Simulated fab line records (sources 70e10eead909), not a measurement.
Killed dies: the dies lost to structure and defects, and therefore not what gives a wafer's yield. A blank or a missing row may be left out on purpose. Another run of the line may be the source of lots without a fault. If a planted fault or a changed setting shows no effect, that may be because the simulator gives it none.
Matching of chambers | flow nandHarc | 4 sister chambers for NHARC_P_CONTACT_ALD_22 on aldMetal-02
The step deposits TiN, target thk 3 nm, pulse time 1 s, ald cycles 150. 4 wafers are shown with their chamber, then 9 later ones without.

WAFERS PAIRED WITH THEIR CHAMBERS
wafer  | chamber | heaterPowerOuterW (W)
L084.2 | 0       | 617
L087.1 | 2       | 620
L087.2 | 1       | 671
L087.3 | 3       | 637

WAFERS MISSING THEIR CHAMBER
wafer  | heaterPowerOuterW (W)
L092.1 | 629
L092.4 | 623
L092.6 | 615
L094.3 | 630
L094.4 | 660
L094.6 | 611
L097.3 | 620
L097.4 | 636
L097.6 | 640

WHICH CHAMBER EACH WENT THROUGH
wafer  | from the rows above          | in truth
L092.1 | can't be placed: 3 or 2 or 0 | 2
L092.4 | can't be placed: 2 or 0 or 3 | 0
L092.6 | can't be placed: 0 or 2      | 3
L094.3 | can't be placed: 3 or 2 or 0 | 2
L094.4 | 1                            | 1
L094.6 | can't be placed: 0 or 2      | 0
L097.3 | can't be placed: 2 or 0      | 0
L097.4 | 3                            | 3
L097.6 | 3                            | 3
Placed correctly: 3 of 9. From these rows, 6 cannot be placed; in 5 the true chamber is one of the candidates. Number placed wrongly: 0.
How it was worked out, from the rows above alone: a wafer's distance from a chamber is the root of the sum, over the readings, of the square of ((its reading less the chamber's mean) divided by the reading's scatter). The wafer belongs to the nearest chamber; if the next one is less than 2 further off, it can't be placed. Each chamber's mean is taken over the wafers shown for it. The scatter (one wafer shown for each chamber): square how far every hidden wafer sits from the nearest shown wafer, average those squares and take the square root.
